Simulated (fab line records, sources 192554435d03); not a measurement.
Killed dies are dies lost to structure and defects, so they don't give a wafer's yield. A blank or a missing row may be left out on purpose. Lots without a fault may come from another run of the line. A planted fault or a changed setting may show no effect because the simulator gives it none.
Which tool did it? | flow n5_finfet | 7 lots, 21 wafers sampled, at 9 steps of a route of 1938

WHAT THE GAUGES READ, wafer by wafer
N5_BEOL_M4_RC_MEAS_101. Usual: DIBL_N 36.1 mV/V, standard deviation 1.3; DIBL_P 36.3 mV/V, standard deviation 1.4; IOFF_N 0.162 nA/um, standard deviation 0.024; IOFF_P 0.22 nA/um, standard deviation 0.033; ION_N 674 uA/um, standard deviation 9.9; ION_P 464 uA/um, standard deviation 7.6; SS_N 71.6 mV/dec, standard deviation 0.53; SS_P 73.4 mV/dec, standard deviation 0.55; VT_N 249.4 mV, standard deviation 2.9; VT_P -249 mV, standard deviation 3.3.
lot  | measured     | on        | DIBL_N (mV/V)  | DIBL_P (mV/V)  | IOFF_N (nA/um)    | IOFF_P (nA/um) | ION_N (uA/um) | ION_P (uA/um) | SS_N (mV/dec)  | SS_P (mV/dec)  | VT_N (mV)         | VT_P (mV)      | flag
L760 | day 7 22:31  | prober-02 | 36.7 37.0 36.6 | 36.0 36.1 36.4 | 0.138 0.136 0.138 | 0.19 0.19 0.19 | 660 654 662   | 454 448 456   | 71.7 71.4 71.4 | 73.4 73.6 73.4 | 253.4 254.5 252.0 | -253 -252 -251 |
L765 | day 9 03:22  | prober-02 | 37.0 36.8 36.0 | 37.8 37.4 36.9 | 0.167 0.158 0.138 | 0.19 0.18 0.18 | 665 665 663   | 454 453 456   | 71.7 70.7 71.4 | 73.1 73.3 72.8 | 249.9 250.6 255.4 | -253 -257 -253 |
L767 | day 9 10:22  | prober-01 | 36.7 36.6 37.6 | 37.3 36.2 37.2 | 0.166 0.155 0.177 | 0.20 0.20 0.21 | 670 672 670   | 454 460 452   | 70.2 71.3 71.9 | 72.8 72.9 73.0 | 248.5 248.3 248.4 | -250 -255 -252 |
L777 | day 11 23:51 | prober-02 | 36.5 34.6 35.2 | 37.6 35.0 35.9 | 0.176 0.140 0.153 | 0.24 0.20 0.22 | 675 670 677   | 464 463 468   | 72.2 71.5 72.1 | 73.6 72.8 73.0 | 247.8 248.8 250.4 | -248 -250 -250 |
L782 | day 13 06:13 | prober-01 | 33.7 32.9 33.2 | 36.0 35.3 35.2 | 0.133 0.117 0.121 | 0.19 0.17 0.18 | 681 660 669   | 464 455 458   | 70.8 70.8 71.6 | 73.6 73.8 72.5 | 254.7 253.4 255.0 | -249 -253 -252 |
L783 | day 13 09:01 | prober-01 | 36.1 33.7 37.4 | 37.0 33.6 37.4 | 0.164 0.123 0.182 | 0.22 0.18 0.22 | 672 669 674   | 464 464 459   | 70.8 70.5 72.0 | 73.1 72.3 73.4 | 251.3 252.1 246.8 | -248 -251 -249 |
L781 | day 13 13:46 | prober-02 | 35.8 33.6 36.4 | 34.9 32.3 36.6 | 0.142 0.111 0.154 | 0.22 0.18 0.24 | 675 654 683   | 465 461 470   | 71.0 71.4 71.3 | 72.7 72.7 73.4 | 249.5 252.1 250.5 | -246 -250 -246 |

N5_BEOL_M8_CD_MEAS_18: pitch 80 nm, target cd 40 nm. Usual: cd_nm 39.9 nm, standard deviation 0.43.
lot  | measured     | on        | cd_nm (nm)     | flag
L760 | day 9 02:43  | cd_sem-03 | 40.9 40.1 40.6 |
L765 | day 10 12:58 | cd_sem-01 | 40.0 39.5 40.0 |
L767 | day 10 20:29 | cd_sem-01 | 39.9 39.6 39.6 |
L777 | day 13 06:34 | cd_sem-02 | 39.9 40.2 40.3 |
L782 | day 14 16:53 | cd_sem-03 | 40.2 40.0 40.4 |
L783 | day 14 20:34 | cd_sem-01 | 39.7 39.9 39.8 |
L781 | day 14 22:49 | cd_sem-01 | 40.2 39.0 39.8 |

N5_BEOL_M8_OCD_MEAS_38. Usual: trench_depth_nm 93.7 nm, standard deviation 1.1.
lot  | measured     | on     | trench_depth_nm (nm) | flag
L760 | day 9 03:46  | ocd-02 | 93.9 95.7 92.2       |
L765 | day 10 13:53 | ocd-02 | 94.1 92.6 93.7       |
L767 | day 10 21:35 | ocd-01 | 91.7 93.0 92.8       |
L777 | day 13 08:30 | ocd-01 | 43.0 93.2 35.8       | OFF
L782 | day 14 18:04 | ocd-02 | 93.0 93.4 95.2       |
L783 | day 14 21:57 | ocd-01 | 93.8 92.7 95.5       |
L781 | day 14 23:50 | ocd-02 | 93.5 92.8 92.5       |

N5_BEOL_M8_THK_MEAS_53: measures by xrf. Usual: M8_THK 80.9 nm, standard deviation 1.4.
lot  | measured     | on            | M8_THK (nm)    | flag
L760 | day 9 07:07  | film_metro-02 | 81.1 81.3 79.1 |
L765 | day 10 16:25 | film_metro-01 | 82.6 82.0 82.4 |
L767 | day 10 23:46 | film_metro-02 | 78.5 79.4 80.9 |
L777 | day 13 11:19 | film_metro-02 | - 81.5 -       |
L782 | day 15 00:28 | film_metro-01 | 81.5 82.3 82.3 |
L783 | day 15 03:50 | film_metro-02 | 79.5 79.7 82.6 |
L781 | day 15 05:51 | film_metro-01 | 81.0 81.1 80.4 |

N5_BEOL_M8_RS_MEAS_57: measures by four-point-probe. Usual: M8_RS 0.284 ohm/sq, standard deviation 0.0062.
lot  | measured     | on            | M8_RS (ohm/sq)    | flag
L760 | day 9 07:16  | film_metro-02 | 0.286 0.282 0.294 |
L765 | day 10 16:32 | film_metro-02 | 0.278 0.280 0.277 |
L767 | day 10 23:54 | film_metro-02 | 0.298 0.292 0.287 |
L777 | day 13 11:26 | film_metro-01 | - 0.281 -         |
L782 | day 15 00:36 | film_metro-01 | 0.282 0.279 0.279 |
L783 | day 15 03:58 | film_metro-02 | 0.288 0.290 0.277 |
L781 | day 15 05:59 | film_metro-02 | 0.285 0.284 0.287 |

WHICH TOOL RAN EACH LOT (tool, then ch and the chambers of the sampled wafers, then the start)
lot  | N5_BEOL_M8_HM_OPEN_17             | N5_BEOL_M8_DESCUM_33               | N5_BEOL_M8_ETCH_65                 | N5_BEOL_M8_VIA_ETCH_34
L760 | rie_metal-03 ch 0,1, day 9 02:34  | rie_diel-05 ch 0,1,2, day 9 03:20  | rie_diel-05 ch 0,1,2, day 9 03:23  | rie_diel-05 ch 0,1,2, day 9 03:31
L765 | rie_metal-01 ch 0, day 10 12:43   | rie_diel-06 ch 1,2, day 10 13:27   | rie_diel-06 ch 1,2, day 10 13:30   | rie_diel-06 ch 1,2, day 10 13:38
L767 | rie_metal-01 ch 0, day 10 20:07   | rie_diel-02 ch 0,1,3, day 10 21:09 | rie_diel-02 ch 0,1,3, day 10 21:12 | rie_diel-02 ch 0,1,3, day 10 21:20
L777 | rie_metal-01 ch 0,1, day 13 06:15 | rie_diel-02 ch 1,2, day 13 08:04   | rie_diel-02 ch 1,2, day 13 08:07   | rie_diel-02 ch 1,2, day 13 08:15
L782 | rie_metal-02 ch 0,1, day 14 16:43 | rie_diel-06 ch 0,2,3, day 14 17:38 | rie_diel-06 ch 0,2,3, day 14 17:41 | rie_diel-06 ch 0,2,3, day 14 17:49
L783 | rie_metal-02 ch 0,1, day 14 20:11 | rie_diel-06 ch 0,2,3, day 14 21:32 | rie_diel-06 ch 0,2,3, day 14 21:35 | rie_diel-06 ch 0,2,3, day 14 21:43
L781 | rie_metal-03 ch 1, day 14 22:23   | rie_diel-05 ch 0,2,3, day 14 23:24 | rie_diel-05 ch 0,2,3, day 14 23:27 | rie_diel-05 ch 0,2,3, day 14 23:35
- N5_BEOL_M8_HM_OPEN_17: chemistry Cl2/BCl3, target TiN, target depth 20 nm, overetch 6 nm.
- N5_BEOL_M8_DESCUM_33: chemistry O2, time 7 s.
- N5_BEOL_M8_ETCH_65: etches SiARC in CF4, target depth 15.6 nm, time 26 s.
- N5_BEOL_M8_VIA_ETCH_34: etches SiCOH lowk in C4F6/O2, target depth 125.5 nm, time 50.5 s.

WHAT THE TOOLS THEMSELVES READ (means of the sampled wafers that have a number; where no wafer has one, the mark that the record gives instead)
N5_BEOL_M8_HM_OPEN_17. Usual: drypump_motor_current_A 5.8 A, standard deviation 0.57; oes_product_au 0.65 a.u., standard deviation 0.099; rf_fwd_power_W 993 W, standard deviation 3.5; throttle_valve_pct 22.11 %, standard deviation 0.24.
lot  | tool         | drypump_motor_current_A (A) | oes_product_au (a.u.) | rf_fwd_power_W (W) | throttle_valve_pct (%) | flag
L760 | rie_metal-03 | 5.5                         | 0.54                  | 993                | 22.40                  |
L765 | rie_metal-01 | 6.8                         | 0.67                  | 988                | 21.85                  |
L767 | rie_metal-01 | 6.8                         | 0.67                  | 995                | 21.84                  |
L777 | rie_metal-01 | 6.3                         | 0.67                  | 994                | 22.01                  |
L782 | rie_metal-02 | 5.4                         | 0.71                  | 989                | 21.95                  |
L783 | rie_metal-02 | 5.4                         | 0.70                  | 993                | 21.96                  |
L781 | rie_metal-03 | 5.7                         | 0.74                  | 997                | 22.02                  |

N5_BEOL_M8_DESCUM_33. Usual: drypump_motor_current_A 5.8 A, standard deviation 0.37; oes_product_au 0.84 a.u., standard deviation 0.076; rf_fwd_power_W 49.37 W, standard deviation 0.26; rf_vpp_V 243.5 V, standard deviation 1.6; showerhead_plenum_p_Torr 2.11 Torr, standard deviation 0.082; throttle_valve_pct 20.40 %, standard deviation 0.24.
lot  | tool        | drypump_motor_current_A (A) | oes_product_au (a.u.) | rf_fwd_power_W (W) | rf_vpp_V (V) | showerhead_plenum_p_Torr (Torr) | throttle_valve_pct (%) | flag
L760 | rie_diel-05 | 5.8                         | 0.82                  | 49.34              | 244.6        | 2.13                            | 20.57                  |
L765 | rie_diel-06 | 5.9                         | 0.84                  | 49.31              | 245.2        | 2.20                            | 20.29                  |
L767 | rie_diel-02 | 6.1                         | 0.85                  | 49.46              | 242.1        | 2.10                            | 20.22                  |
L777 | rie_diel-02 | 5.6                         | 0.77                  | 49.35              | 241.8        | 2.01                            | 20.56                  |
L782 | rie_diel-06 | 5.9                         | 0.86                  | 49.35              | 244.5        | 2.15                            | 20.30                  |
L783 | rie_diel-06 | 5.9                         | 0.86                  | 49.36              | 244.8        | 2.15                            | 20.31                  |
L781 | rie_diel-05 | 5.8                         | 0.84                  | 49.37              | 244.2        | 2.12                            | 20.58                  |

N5_BEOL_M8_ETCH_65. Usual: drypump_motor_current_A 5.8 A, standard deviation 0.37; etch_rf_on_time_s 25.9 s, standard deviation 0.34; oes_product_au 0.72 a.u., standard deviation 0.063; rf_fwd_power_W 532.1 W, standard deviation 1.9; rf_vpp_V 184.5 V, standard deviation 1.3; showerhead_plenum_p_Torr 2.16 Torr, standard deviation 0.081; throttle_valve_pct 15.57 %, standard deviation 0.25.
lot  | tool        | drypump_motor_current_A (A) | etch_rf_on_time_s (s) | oes_product_au (a.u.) | rf_fwd_power_W (W) | rf_vpp_V (V) | showerhead_plenum_p_Torr (Torr) | throttle_valve_pct (%) | flag
L760 | rie_diel-05 | 5.8                         | 25.5                  | 0.71                  | 532.1              | 184.5        | 2.19                            | 15.77                  |
L765 | rie_diel-06 | 5.9                         | 26.0                  | 0.71                  | 532.9              | 185.9        | 2.25                            | 15.53                  |
L767 | rie_diel-02 | 6.1                         | 25.9                  | 0.73                  | 531.6              | 184.4        | 2.14                            | 15.39                  |
L777 | rie_diel-02 | 5.7                         | 26.0                  | 0.66                  | 531.4              | 182.4        | 2.06                            | 15.75                  |
L782 | rie_diel-06 | 5.9                         | 26.1                  | 0.73                  | 533.7              | 184.7        | 2.20                            | 15.47                  |
L783 | rie_diel-06 | 5.9                         | 26.2                  | 0.72                  | 531.1              | 184.4        | 2.20                            | 15.47                  |
L781 | rie_diel-05 | 5.8                         | 25.7                  | 0.72                  | 532.8              | 184.5        | 2.17                            | 15.71                  |

N5_BEOL_M8_VIA_ETCH_34. Usual: drypump_motor_current_A 5.8 A, standard deviation 0.37; oes_o_777_au 0.84 a.u., standard deviation 0.066; oes_product_au 0.84 a.u., standard deviation 0.075; rf_fwd_power_W 341.5 W, standard deviation 1.4; rf_vpp_V 666 V, standard deviation 6.9; showerhead_plenum_p_Torr 2.87 Torr, standard deviation 0.11; throttle_valve_pct 20.88 %, standard deviation 0.23.
lot  | tool        | drypump_motor_current_A (A) | oes_o_777_au (a.u.) | oes_product_au (a.u.) | rf_fwd_power_W (W) | rf_vpp_V (V) | showerhead_plenum_p_Torr (Torr) | throttle_valve_pct (%) | flag
L760 | rie_diel-05 | 5.7                         | 0.83                | 0.83                  | 340.6              | 665          | 2.90                            | 21.06                  |
L765 | rie_diel-06 | 5.9                         | 0.82                | 0.83                  | 341.4              | 666          | 2.98                            | 20.79                  |
L767 | rie_diel-02 | 6.1                         | 0.84                | 0.85                  | 342.1              | 670          | 2.85                            | 20.72                  |
L777 | rie_diel-02 | 5.7                         | 0.78                | 0.58                  | 343.0              | 661          | 2.74                            | 20.97                  | OFF
L782 | rie_diel-06 | 5.9                         | 0.84                | 0.86                  | 341.8              | 669          | 2.92                            | 20.78                  |
L783 | rie_diel-06 | 5.9                         | 0.84                | 0.84                  | 342.0              | 669          | 2.92                            | 20.76                  |
L781 | rie_diel-05 | 5.8                         | 0.84                | 0.83                  | 341.8              | 660          | 2.88                            | 21.01                  |

THE ANSWER, worked out from the rows above alone
Rule: a lot is off if the mean of its wafers that have a number lies more than 3 standard deviations from the usual mean. A lot without any number at a reading at which 4 lots or more have one is off too. The other lots that the step has rows for count as sound. The gauges are gone through in route order, then the tools' own readings, and for those a lot's mean is taken as printed above. The first step at which some lot is off is used, and at that step the reading that is off furthest; a lot without a number counts as furthest.
Off: L777, at N5_BEOL_M8_OCD_MEAS_38 (trench_depth_nm).
A tool fits if, at a process step before that reading, it ran every lot that is off, and no sound lot after the first of them. The gauges at N5_BEOL_M8_OCD_MEAS_38 aren't tried: what is off there is off at N5_BEOL_M8_VIA_ETCH_34 too, on other tools, and a gauge's error can't cause that. Can't be told from this: 2 tools fit, rie_metal-01 at N5_BEOL_M8_HM_OPEN_17, rie_diel-02 at N5_BEOL_M8_DESCUM_33 and N5_BEOL_M8_ETCH_65 and N5_BEOL_M8_VIA_ETCH_34.

WHAT THE SIMULATOR HAD PUT IN
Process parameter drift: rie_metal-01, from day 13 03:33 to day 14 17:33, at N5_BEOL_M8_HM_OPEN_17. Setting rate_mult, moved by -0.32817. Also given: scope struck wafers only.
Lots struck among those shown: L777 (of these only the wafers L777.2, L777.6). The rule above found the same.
